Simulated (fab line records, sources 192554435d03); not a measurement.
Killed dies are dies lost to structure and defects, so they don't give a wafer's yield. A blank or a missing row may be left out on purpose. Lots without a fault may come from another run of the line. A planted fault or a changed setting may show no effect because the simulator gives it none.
fab line records | flow n5_finfet
record lots=9 wafers=27 last_day=20
route steps=1938 shown BEOL_M0_SAQP@636 BEOL_M4@1111 PASSIVATION@1936
lots that met no fault: from a run of the same line without faults
start_h: hours from the record's first day to the start of the lot's first wafer shown | wait_h: hours since the lot's step before | " the same as in the row above | L1.1+2: a row that stands for several wafers | - no value, or no start given | * or withheld: withheld | < > ~ a bound
route shown NAME@n: a module of which the file shows steps, and the number in the route of the first | usual: mean/standard deviation of fault-free wafers | same: alike in all rows | chamber/n: place in a boat | sites: the reading at each site | _std_site: their standard deviation | _edge_site: outer sites' mean less inner sites' | radius_mm: how far each site lies from the wafer's centre | mask NAME#n: copy n | behind: the tool/chamber that last shaped the wafer | hold: why the lot was held/for how many hours/how that ended | device: the transistor (n, p or np) that didn't switch | end of line: the same wafers' tests at the end of the route | a step without rows: its recipe alone | killed: dies lost to structure and defects at the first sort, not the wafer's yield | map: a wafer's dies, x killed, . not, _ none there
set.NAME: the setting as run; set.NAME@STEP: as run at that earlier step | model.NAME: the simulator's own value behind a step, which no gauge read
steps of the route over a sample of lots; a table a step, a row a wafer
services: from which hour (start_h, from the record's first day; less than 0 if before it) a tool's chamber was out of use, for how many hours, and why
## steps
# step N5_BEOL_M0_SAQP_PECVD_96
# recipe material=a-Si target_thk_a=450 temp_c=350 precursor=SiH4/He pressure_torr=3 rf_w=100 time_s=45.2
# usual heater_power_w=598/51 showerhead_plenum_p_Torr=5.67/0.056 throttle_valve_pct=18.3/1.1
# columns lot.wafer tool chamber start_h wait_h heater_power_w showerhead_plenum_p_Torr throttle_valve_pct
L546.1 pecvd-03 0 118.91 0.0 542 5.59 17.8
L546.2 " 2 " " 578 5.60 17.8
L546.4 " 1 " " 628 5.60 18.3
L552.2 pecvd-01 0 153.47 0.0 659 5.71 17.4
L552.3 " 2 " " 591 5.73 18.3
L552.5 " 2 " " 602 5.72 18.5
L559.2 pecvd-03 0 205.36 0.0 562 5.59 18.4
L559.3 " 2 " " 578 5.61 17.4
L559.5 " 0 " " 568 5.58 18.2
L560.2 pecvd-03 2 210.40 0.0 591 5.63 17.7
L560.3 " 0 " " 525 5.59 18.2
L560.6 " 2 " " 593 5.60 17.5
L561.1 pecvd-04 2 224.59 0.0 565 5.62 17.2
L561.3 " 0 " " 587 5.71 19.9
L561.6 " 2 " " 551 5.62 17.3
L563.3 pecvd-03 2 232.00 0.0 564 5.60 17.6
L563.4 " 2 " " 561 5.62 17.7
L563.5 " 1 " " 633 5.59 18.2
L564.1 pecvd-01 1 236.48 0.0 665 5.73 20.3
L564.2 " 2 " " 605 5.71 16.8
L564.3 " 0 " " 582 5.71 17.1
L565.4 pecvd-01 0 239.73 0.0 609 5.70 17.5
L565.5 " 1 " " 706 5.76 20.1
L565.6 " 2 " " 616 5.72 16.9
L566.2 pecvd-04 1 247.51 0.0 546 5.66 17.4
L566.3 " 2 " " 533 5.64 17.3
L566.6 " 2 " " 528 5.63 17.4
# step N5_BEOL_M0_SAQP_INSPECT_16
# recipe mode=adi inspect_instrument=brightfield
# usual raw_defect_count=478/120
# columns lot.wafer tool chamber start_h wait_h raw_defect_count
L546.1 defect_inspect-01 - 119.64 0.0 438
L546.2 " - " " 398
L546.4 " - " " 314
L552.2 defect_inspect-02 - 154.19 0.0 270
L552.3 " - " " 416
L552.5 " - " " 445
L559.2 defect_inspect-02 - 206.11 0.0 611
L559.3 " - " " 558
L559.5 " - " " 394
L560.2 defect_inspect-02 - 210.99 0.0 351
L560.3 " - " " 371
L560.6 " - " " 421
L561.1 defect_inspect-01 - 225.23 0.0 424
L561.3 " - " " 437
L561.6 " - " " 390
L563.3 defect_inspect-01 - 232.73 0.0 388
L563.4 " - " " 518
L563.5 " - " " 358
L564.1 defect_inspect-02 - 237.20 0.0 499
L564.2 " - " " 510
L564.3 " - " " 554
L565.4 defect_inspect-02 - 240.30 0.0 632
L565.5 " - " " 388
L565.6 " - " " 581
L566.2 defect_inspect-02 - 248.10 0.0 673
L566.3 " - " " 748
L566.6 " - " " 533
# step N5_BEOL_M0_SAQP_ETCH_83
# recipe chemistry=CF4 target=SiARC target_depth_a=390 mask_material=CAR-ArF time_s=65 ion_energy_ev=80 pressure_mtorr=40 source_w=545 bias_w=36 Ar_flow_sccm=100 cf4_flow_sccm=100 ends=cleared
# usual drypump_motor_current_A=5.6/0.48 etch_rf_on_time_s=64.9/1.1 oes_product_au=0.69/0.079 rf_vpp_V=184.0/1.2 showerhead_plenum_p_Torr=2.15/0.074 throttle_valve_pct=15.62/0.25
# columns lot.wafer tool chamber start_h wait_h drypump_motor_current_A etch_rf_on_time_s oes_product_au rf_hours_counter_h rf_vpp_V showerhead_plenum_p_Torr throttle_valve_pct
L546.1 rie_diel-02 1 119.89 0.0 6.3 64.5 0.81 6 183.4 2.19 15.28
L546.2 " 3 " " 5.8 63.2 0.70 73 183.8 2.09 15.89
L546.4 " 0 " " 5.6 63.8 0.86 1 182.8 2.11 15.34
L552.2 rie_diel-03 0 154.25 0.0 4.7 65.5 0.74 34 182.6 2.11 15.39
L552.3 " 2 " " 5.3 66.3 0.60 230 183.1 2.03 15.84
L552.5 " 3 " " 5.5 65.2 0.82 - 186.7 2.28 15.33
L559.2 rie_diel-06 0 206.17 0.0 5.2 64.0 0.80 17 183.0 2.11 15.38
L559.3 " 1 " " 5.6 64.5 0.60 219 185.5 2.21 16.04
L559.5 " 2 " " 6.4 64.1 0.64 - 183.0 2.05 15.46
L560.2 rie_diel-03 0 211.08 0.0 4.8 65.7 0.70 49 184.1 2.10 15.42
L560.3 " 2 " " 5.3 66.6 0.59 245 182.9 2.02 15.87
L560.6 " 1 " " 6.1 64.2 0.61 - 185.1 2.20 15.75
L561.1 rie_diel-02 0 225.51 0.0 5.6 64.6 0.76 32 182.2 2.10 15.42
L561.3 " 3 " " 5.8 64.5 0.67 102 183.5 2.08 15.96
L561.6 " 2 " " 6.0 64.4 0.63 - 186.5 2.22 15.73
L563.3 rie_diel-03 0 233.25 0.0 4.7 66.5 0.69 56 183.4 2.10 15.44
L563.4 " 3 " " 5.5 65.8 0.75 - 185.8 2.27 15.39
L563.5 " 0 " " 4.8 66.4 0.70 - 183.7 2.10 15.42
L564.1 rie_diel-03 0 237.27 0.0 4.8 66.6 0.69 58 183.1 2.10 15.42
L564.2 " 3 " " 5.5 66.5 0.75 30 186.7 2.27 15.38
L564.3 " 1 " " 6.0 63.8 0.60 236 184.9 2.20 15.77
L565.4 rie_diel-02 2 240.40 0.0 6.1 64.2 0.62 - 184.8 2.22 15.76
L565.5 " 0 " " 5.7 63.9 0.76 - 183.8 2.09 15.43
L565.6 " 3 " " 5.8 63.7 0.67 - 183.2 2.08 15.97
L566.2 rie_diel-03 2 248.17 0.0 5.3 65.0 0.83 2 186.4 2.27 15.39
L566.3 " 0 " " 4.7 66.5 0.70 63 182.9 2.10 15.46
L566.6 " 3 " " 5.5 66.1 0.74 - 185.5 2.26 15.40
# step N5_BEOL_M0_SAQP_STRIP_86
# recipe chemistry=N2/H2 power_w=500 temp_c=40 pressure_mtorr=50 rf_frequency_hz=6e+07 overash_fraction=0.3 bias_power_w=28 h2_frac=0.5 n2_flow_sccm=300 h2_flow_sccm=300
# usual bias_power_w=28.00/0.081 chamber_pressure_mTorr=50.00/0.079 drypump_motor_current_A=5.6/0.47 oes_product_au=0.81/0.093 rf_vpp_V=121.9/1.5 showerhead_plenum_p_Torr=3.37/0.12 throttle_valve_pct=18.9/0.35
# columns lot.wafer tool chamber start_h wait_h bias_power_w chamber_pressure_mTorr drypump_motor_current_A oes_product_au rf_hours_counter_h rf_vpp_V showerhead_plenum_p_Torr throttle_valve_pct
L546.1 rie_diel-03 2 120.23 0.1 27.98 50.00 5.3 0.72 220 121.2 3.19 19.1
L546.2 " 1 " " 27.96 49.96 6.0 0.72 202 123.9 3.46 19.5
L546.4 " 1 " " 27.90 49.99 6.0 0.74 - 122.1 3.46 19.5
L552.2 rie_diel-06 3 154.59 0.1 27.96 50.09 5.5 0.71 197 121.7 3.35 19.0
L552.3 " 0 " " 27.99 50.08 5.2 0.97 4 121.4 3.30 18.6
L552.5 " 3 " " 27.97 49.94 5.4 0.70 - 122.3 3.35 19.0
L559.2 rie_diel-06 2 206.52 0.1 - - - - - - - -
L559.3 " 3 " " - - - - - - - -
L559.5 " 0 " " - - - - - - - -
L560.2 rie_diel-03 2 211.41 0.1 - - - - - - - -
L560.3 " 0 " " - - - - - - - -
L560.6 " 2 " " - - - - - - - -
L561.1 rie_diel-03 3 225.85 0.1 - - - - - - - -
L561.3 " 1 " " - - - - - - - -
L561.6 " 3 " " - - - - - - - -
L563.3 rie_diel-03 1 233.59 0.1 27.92 49.89 6.0 0.71 234 119.5 3.45 19.5
L563.4 " 0 " " 28.00 49.89 4.8 0.84 - 118.4 3.28 18.5
L563.5 " 1 " " 27.98 50.05 6.1 0.70 - 122.4 3.45 19.6
L564.1 rie_diel-02 3 237.65 0.1 28.02 50.05 5.8 0.77 107 120.3 3.26 19.1
L564.2 " 2 " " 28.08 49.85 6.1 0.74 180 124.3 3.47 18.8
L564.3 " 0 " " 28.02 50.04 5.6 0.88 37 121.9 3.28 18.7
L565.4 rie_diel-03 3 240.73 0.0 28.14 50.02 5.5 0.89 - 121.7 3.57 18.6
L565.5 " 1 " " 28.00 49.92 6.1 0.70 - 121.2 3.44 19.6
L565.6 " 0 " " 28.01 50.05 4.8 0.82 - 121.6 3.28 18.5
L566.2 rie_diel-03 1 248.51 0.1 28.02 49.97 6.0 0.70 241 122.6 3.44 19.6
L566.3 " 0 " " 28.02 49.98 4.7 0.81 64 124.5 3.27 18.5
L566.6 " 3 " " 28.02 50.03 5.5 0.89 - 123.9 3.57 18.6
# step N5_BEOL_M4_RC_MEAS_101
# usual DIBL_N=36.6/1.3 DIBL_P=36.4/1.4 IOFF_N=0.167/0.023 IOFF_P=0.219/0.029 ION_N=678/8.7 ION_P=464/6.4 SS_N=71.5/0.53 SS_P=73.4/0.57 VT_N=248.5/2.8 VT_P=-249/3.1
# columns lot.wafer tool chamber start_h wait_h DIBL_N[mV/V] DIBL_P[mV/V] IOFF_N[nA/um] IOFF_P[nA/um] ION_N[uA/um] ION_P[uA/um] SS_N[mV/dec] SS_P[mV/dec] VT_N[mV] VT_P[mV]
L546.1 prober-02 0 196.22 0.0 35.3 33.7 0.136 0.182 658 455 70.3 73.0 255.9 -250
L546.2 " 0 " " 34.1 32.7 0.125 0.170 659 458 70.5 72.9 253.4 -250
L546.4 " 0 " " 34.1 33.6 0.129 0.179 668 458 70.8 72.8 253.7 -251
L552.2 prober-02 0 254.80 0.2 35.0 34.1 0.133 0.192 666 462 70.6 72.9 252.4 -249
L552.3 " 0 " " 37.0 36.9 0.166 0.239 681 471 71.8 73.5 247.1 -247
L552.5 " 0 " " 37.8 37.1 0.169 0.238 669 459 71.9 73.4 250.5 -246
L563.3 prober-01 0 330.29 0.3 36.4 36.8 0.165 0.212 667 458 71.5 73.0 246.2 -250
L563.4 " 0 " " 37.5 38.0 0.173 0.237 670 463 71.5 73.5 247.3 -248
L563.5 " 0 " " 37.3 37.8 0.172 0.228 668 461 71.3 73.2 247.1 -251
L564.1 prober-01 0 334.52 0.0 39.3 37.6 0.193 0.207 689 461 71.7 74.3 245.8 -252
L564.2 " 0 " " 37.9 37.0 0.165 0.200 679 466 71.7 73.7 249.2 -253
L564.3 " 0 " " 37.2 36.2 0.149 0.180 672 456 71.6 73.5 252.1 -255
L565.4 prober-01 0 351.61 0.5 37.1 39.1 0.171 0.247 674 463 72.1 73.3 249.8 -248
L565.5 " 0 " " 37.7 38.4 0.176 0.233 675 465 72.4 73.7 250.0 -248
L565.6 " 0 " " 36.9 38.3 0.168 0.222 678 466 71.7 73.8 252.3 -251
L566.2 prober-01 0 358.47 0.2 38.3 39.0 0.231 0.281 704 477 71.8 74.7 242.5 -245
L566.3 " 0 " " 37.2 36.4 0.193 0.235 689 468 71.3 74.4 245.3 -249
L566.6 " 0 " " 37.2 36.5 0.188 0.234 690 468 71.6 73.3 245.2 -250
# step N5_PASSIVATION_PROBE_49
# usual defect_limited_yield=91.6/1.6 killed_at_M0_to_M3=32/9.7 killed_at_M4_up=13/4.4 killed_at_contacts=12/6.5 killed_at_front_end=38/12 killed_at_other=3.7/3 killed_dies=99/18 killed_on_rim=13/3.9 killed_open=66/14 killed_short=32/7.5 sort_bin_5_function=4.9/1 sort_bin_6_memory=3.2/0.73 sort_n_pass=1081/18 sort_yield_pct=91.6/1.6
# same gross_dies=1180 killed_at_back_side=0 sort_bin_4_leakage[%]=0 sort_bin_8_speed[%]=0
# columns lot.wafer tool chamber start_h wait_h defect_limited_yield[%] killed_at_M0_to_M3 killed_at_M4_up killed_at_contacts killed_at_front_end killed_at_other killed_dies killed_on_rim killed_open killed_short sort_bin_5_function[%] sort_bin_6_memory[%] sort_n_pass sort_yield_pct[%]
L552.3 prober-02 - 353.77 0.1 90.4 39 13 8 44 9 113 18 75 36 5.6 3.7 1067 90.4
L552.5 prober-02 - 353.87 0.2 91.7 27 9 9 43 10 98 9 63 34 4.6 3.3 1082 91.7
L559.2 prober-01 - 403.24 0.1 0 1104 10 15 51 0 1180 152 84 45 95.3 4.4 0 0
L559.3 prober-01 - 403.29 0.1 0 1122 9 10 39 0 1180 152 58 25 97.0 2.7 0 0
L559.5 prober-01 - 403.39 0.2 0 1114 11 19 35 1 1180 152 66 32 96.3 3.6 0 0
L560.2 prober-01 - 419.34 0.1 0 1104 10 10 45 11 1180 152 74 43 95.7 4.1 0 0
L560.3 prober-01 - 419.39 0.1 0 1119 11 3 45 2 1180 152 51 36 96.9 2.5 0 0
L560.6 prober-01 - 419.54 0.3 0 1121 12 8 37 2 1180 152 71 29 97.1 2.7 0 0
L561.1 prober-01 - 448.15 0.0 0 1113 11 15 40 1 1180 152 72 42 96.0 3.7 0 0
L561.3 prober-01 - 448.25 0.1 0 1130 12 4 34 0 1180 152 52 23 97.1 2.7 0 0
L561.6 prober-01 - 448.40 0.3 0 1101 25 14 38 2 1180 152 85 36 95.8 3.8 0 0
# killed by level:class
L552.3 BEOL_M0_SAQP:geometric_particle:open=12 BEOL_M2:geometric_particle:open=9 BEOL_M0_SAQP:geometric_particle:short=8 GATE_CUT:geometric_particle:short=7 MOL_CONTACT_COAG:geometric_particle:open=7 BEOL_M3:geometric_particle:open=6 FIN_SAQP:geometric_particle:short=5 STARTING-WAFER:geometric_particle:short=5
L552.5 STI_FIN_REVEAL:geometric_particle:open=11 MOL_CONTACT_COAG:geometric_particle:open=9 DUMMY_GATE:geometric_particle:open=8 FIN_SAQP:geometric_particle:short=7 BEOL_M2:geometric_particle:open=7 BEOL_M3:geometric_particle:open=5 BEOL_M0_SAQP:geometric_particle:short=4 BEOL_M1:geometric_particle:short=4
L559.2 BEOL_M0_SAQP:area_ald=838 BEOL_M0_SAQP:area_remove=212 BEOL_M0_SAQP:geometric_particle:open=16 STI_FIN_REVEAL:geometric_particle:open=15 BEOL_M0_SAQP:geometric_particle:short=14 FIN_SAQP:geometric_particle:short=13 MOL_CONTACT_COAG:geometric_particle:open=12 FIN_SAQP:geometric_particle:open=8
L559.3 BEOL_M0_SAQP:area_ald=858 BEOL_M0_SAQP:area_remove=238 FIN_SAQP:geometric_particle:open=17 MOL_CONTACT_COAG:geometric_particle:open=9 BEOL_M0_SAQP:geometric_particle:short=9 FIN_SAQP:geometric_particle:short=8 BEOL_M0_SAQP:geometric_particle:open=6 BEOL_M3:geometric_particle:open=5
L559.5 BEOL_M0_SAQP:area_ald=892 BEOL_M0_SAQP:area_remove=189 MOL_CONTACT_COAG:geometric_particle:open=18 BEOL_M3:geometric_particle:open=12 FIN_SAQP:geometric_particle:open=8 BEOL_M0_SAQP:geometric_particle:short=7 FIN_SAQP:geometric_particle:short=6 BEOL_M0_SAQP:geometric_particle:open=6
L560.2 BEOL_M0_SAQP:area_ald=853 BEOL_M0_SAQP:area_remove=209 FIN_SAQP:geometric_particle:short=14 BEOL_M3:geometric_particle:open=12 FIN_SAQP:geometric_particle:open=9 MOL_CONTACT_COAG:geometric_particle:open=8 BEOL_M0_SAQP:geometric_particle:open=8 BEOL_M1:geometric_particle:open=7
L560.3 BEOL_M0_SAQP:area_ald=876 BEOL_M0_SAQP:area_remove=213 FIN_SAQP:geometric_particle:open=9 FIN_SAQP:geometric_particle:short=7 BEOL_M0_SAQP:geometric_particle:short=7 STI_FIN_REVEAL:geometric_particle:open=6 GATE_CUT:geometric_particle:short=6 BEOL_M3:geometric_particle:open=5
L560.6 BEOL_M0_SAQP:area_ald=866 BEOL_M0_SAQP:area_remove=214 FIN_SAQP:geometric_particle:short=9 STI_FIN_REVEAL:geometric_particle:open=9 BEOL_M3:geometric_particle:open=9 FIN_SAQP:geometric_particle:open=8 MOL_CONTACT_COAG:geometric_particle:open=8 BEOL_M0_SAQP:geometric_particle:open=8
L561.1 BEOL_M0_SAQP:area_ald=848 BEOL_M0_SAQP:area_remove=218 BEOL_M0_SAQP:geometric_particle:open=16 BEOL_M0_SAQP:geometric_particle:short=13 MOL_CONTACT_COAG:geometric_particle:open=11 FIN_SAQP:geometric_particle:open=7 STI_FIN_REVEAL:geometric_particle:open=7 DUMMY_GATE:geometric_particle:open=6
L561.3 BEOL_M0_SAQP:area_ald=872 BEOL_M0_SAQP:area_remove=233 STI_FIN_REVEAL:geometric_particle:open=9 DUMMY_GATE:geometric_particle:open=6 BEOL_M0_SAQP:geometric_particle:short=6 BEOL_M0_SAQP:geometric_particle:open=5 BEOL_M1:geometric_particle:open=5 FIN_SAQP:geometric_particle:open=4
L561.6 BEOL_M0_SAQP:area_ald=822 BEOL_M0_SAQP:area_remove=237 MOL_CONTACT_COAG:geometric_particle:open=12 BEOL_M0_SAQP:geometric_particle:short=11 BEOL_M0_SAQP:geometric_particle:open=11 FIN_SAQP:geometric_particle:open=10 BEOL_M1:geometric_particle:open=9 FIN_SAQP:geometric_particle:short=8
## services
# columns tool chamber start_h hours kind
rie_diel-02 0 102.04 - clean
rie_diel-03 3 108.35 - clean
rie_diel-03 3 108.35 - consumable_replace:focus_ring
rie_diel-03 3 108.35 - consumable_replace:showerhead
rie_diel-03 3 108.35 18.4 scheduled_down
rie_diel-03 3 108.35 18.4 vent_cycle
rie_diel-06 2 125.76 11.1 repair
pecvd-04 - 125.78 0.8 pm
rie_diel-03 1 145.19 1.6 repair
rie_diel-06 - 158.33 2.8 pm
pecvd-01 - 162.71 0.8 repair
rie_diel-06 2 163.27 9.2 repair
pecvd-01 0 165.33 2.4 repair
rie_diel-03 - 177.21 0.8 repair
pecvd-01 - 181.09 0.6 repair
pecvd-03 - 208.55 0.7 repair
rie_diel-02 2 214.00 6.4 repair
pecvd-03 2 214.61 14.7 repair
rie_diel-02 1 219.30 40.8 repair
rie_diel-03 2 225.34 - clean
rie_diel-03 2 225.34 - consumable_replace:focus_ring
rie_diel-03 2 225.34 - consumable_replace:showerhead
rie_diel-03 2 225.34 18.0 scheduled_down
rie_diel-03 2 225.34 18.0 vent_cycle
## key
first_sign step=N5_BEOL_M0_SAQP_STRIP_86 reading=tool_record direction=missing
effect step=N5_PASSIVATION_PROBE_49 reading=killed_at_M0_to_M3 direction=up sigmas=99+ usual=32 struck=1114
more_kills_born_at N5_BEOL_M0_SAQP_SPACER1_ALD_98@ald_sin-01=7725
met_at N5_BEOL_M0_SAQP_STRIP_86
struck_lots L559,L560,L561
later_rows_left_out L559.2,L559.3,L559.5,L560.2,L560.3,L560.6,L561.1,L561.3,L561.6
not_acting_at N5_BEOL_M0_SAQP_PECVD_96,N5_BEOL_M0_SAQP_INSPECT_16,N5_BEOL_M0_SAQP_ETCH_83
onset_between 154.59 206.52
fault kind=skipped_step_whole tool=rie_diel-03,rie_diel-06 chamber=- onset_h=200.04 steps=N5_BEOL_M0_SAQP_STRIP_86 scope=struck_lots_only
# later_rows_left_out: the simulator's readings of these wafers behind a module that went badly wrong aren't trusted and aren't shown, but for the sort
